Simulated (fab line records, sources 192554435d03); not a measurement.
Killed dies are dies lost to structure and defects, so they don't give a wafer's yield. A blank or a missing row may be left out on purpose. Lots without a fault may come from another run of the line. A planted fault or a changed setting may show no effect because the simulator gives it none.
A struck lot beside a sound one | flow n5_finfet | 37 steps out of a route of 1938
Sound: wafers L315.2, L315.3, L315.5. Struck: wafers L309.1, L309.3, L309.6. The cause comes at the end.
At each step with rows: each side's tool, then ch and its chambers, then its first start. Under that, the readings that differ: sound wafers | struck wafers | difference of the means | sigmas: that difference in standard deviations of wafers without a fault.
alike: readings whose means differ by less than 2 such deviations, and words and numbers that are the same on both sides. not compared: withheld readings, readings that some wafer has no value for, bounds like >300 that may hide the same value, and numbers for which the record gives no deviation and whose values overlap.
The two part at a step that has a row with sigmas, a row that says differs or no value, or rows on one side only. Numbers that don't overlap but have no deviation are shown without sigmas and don't part them. A reading that every wafer of one side lacks parts them only if that side has two wafers or more.

first, 9 steps without rows for these wafers: N5_BEOL_M7_ALD_77 (deposits TaN, target thk 2 nm, pulse time 2 s, purge time 3 s); N5_BEOL_M7_SURFACE_TREAT_79; N5_BEOL_M7_CVD_78 (deposits Co from CCTBA/H2, target thk 2 nm, time 142.3 s); N5_BEOL_M7_SPUTTER_48 (material Cu, target thk 10 nm, time 1.667 s); N5_BEOL_M7_ECD_50 (material Cu, target thk 300 nm); N5_BEOL_M7_ANNEAL_51 (time 90 s); N5_BEOL_M7_CMP_52 (polishes, stops on SiCOH lowk, t overpolish 6.9 s, target thk 80 nm); N5_BEOL_M7_PRE_CLEAN_55 (time 15 s); N5_BEOL_M7_DEP_56 (deposits SiCN from 3MS/NH3, target thk 10 nm, time 17.5 s).
N5_BEOL_M8_ILD_DEP_00: deposits SiCOH lowk from DEMS/porogen, target thk 179.75 nm, time 33.4 s.
  sound on pecvd-02 ch 0,2, day 17 22:38; struck on pecvd-01 ch 0,2, day 15 09:28
  reading                                            | sound                | struck               | difference | sigmas
  susceptor_temp_C (C)                               | 300.20 299.98 299.77 | 292.83 292.66 292.82 | -7.21      | -40
  throttle_valve_pct (%)                             | 14.0 13.6 14.4       | 13.2 12.4 13.3       | -1.0       | -3
  model.SiCOH_lowk_of_BEOL_M8_ILD_DEP_00.thk_nm (nm) | 178.2 179.6 181.8    | 186.8 186.6 190.8    | +8.2       |
  alike: heater_power_w, showerhead_plenum_p_Torr
then, 1 step without rows for these wafers: N5_BEOL_M8_CURE_74 (cures SiCOH lowk, time 240 s).
N5_BEOL_M8_THK_MEAS_01:
  sound on film_metro-02, day 17 23:14; struck on film_metro-02, day 15 10:02
  reading         | sound             | struck            | difference | sigmas
  M8_ILD_THK (nm) | 153.8 154.9 156.8 | 161.1 160.9 164.5 | +7.0       | +4
then, 23 steps without rows for these wafers: N5_BEOL_M8_PECVD_70 (deposits SiO2 from TEOS/O2, target thk 20 nm, time 22.7 s); N5_BEOL_M8_HM_DEP_02 (deposits TiN, target thk 20 nm); N5_BEOL_M8_COAT_59 (time 60 s, resist thk 100 nm); N5_BEOL_M8_COAT_60 (time 60 s, resist thk 35 nm); N5_BEOL_M8_COAT_05 (resist thk 90 nm); N5_BEOL_M8_EBR_07; N5_BEOL_M8_SOFTBAKE_06 (time 60 s); N5_BEOL_M8_EXPOSE_08 (exposes mask M8); N5_BEOL_M8_PEB_09 (peb time 60 s); N5_BEOL_M8_DEVELOP_10 (develop time 30 s); N5_BEOL_M8_DESCUM_16 (chemistry O2, time 7.9 s); N5_BEOL_M8_ETCH_61 (etches SiARC in CF4, target depth 45.5 nm, time 75.8 s); N5_BEOL_M8_ETCH_62 (etches SOC in N2/H2, target depth 110 nm, overetch 22 nm, time 165 s); N5_BEOL_M8_STRIP_68 (strips in N2/H2); N5_BEOL_M8_STRIP_67 (strips in CF4); N5_BEOL_M8_HM_OPEN_17 (chemistry Cl2/BCl3, target TiN, target depth 20 nm, overetch 6 nm); N5_BEOL_M8_STRIP_19 (strips in O2); N5_BEOL_M8_COAT_63 (time 60 s, resist thk 60 nm); N5_BEOL_M8_COAT_64 (time 60 s, resist thk 12 nm); N5_BEOL_M8_COAT_71 (time 60 s, resist thk 5 nm); N5_BEOL_M8_COAT_22 (resist thk 30 nm); N5_BEOL_M8_EBR_24; N5_BEOL_M8_SOFTBAKE_23 (time 60 s).
N5_BEOL_M8_CMP_52: polishes, stops on SiCOH lowk, t overpolish 6.9 s, target thk 80 nm.
  sound on cmp-02 ch 0,2,3, day 18 06:40; struck on cmp-04 ch 0,1,3, day 15 16:19
  reading                                            | sound             | struck          | difference | sigmas
  model.SiCOH_lowk_of_BEOL_M8_ILD_DEP_00.thk_nm (nm) | 150.8 151.8 153.8 | 158.2 158 161.6 | +7.1       |
  alike: barrier_field_endpoint_s, motor_current_A, overpolish_run_s, time_to_endpoint_s
-- the record jumps here: 3 days lie between the struck wafers' starts before and after (it left off in module BEOL_M8 and takes up again in module PASSIVATION, whose first step shown is number 1936 of the route) --
N5_PASSIVATION_PROBE_49:
  sound on prober-02, day 21 02:22; struck on prober-02, day 18 16:52
  alike: defect_limited_yield, killed_at_M0_to_M3, killed_at_M4_up, killed_at_contacts, killed_at_front_end, killed_at_other, killed_dies, killed_open, killed_short, sort_bin_5_function, sort_bin_6_memory, sort_n_pass, sort_yield_pct

WHERE THEY PART
First at N5_BEOL_M8_ILD_DEP_00; last, within this record, at N5_BEOL_M8_THK_MEAS_01. Later steps at which nothing parts them and some readings are alike: N5_BEOL_M8_CMP_52, N5_PASSIVATION_PROBE_49.

WHY: what the simulator had put in
Process parameter drift: pecvd-01, from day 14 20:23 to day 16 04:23, at N5_BEOL_M8_ILD_DEP_00. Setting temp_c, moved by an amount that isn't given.
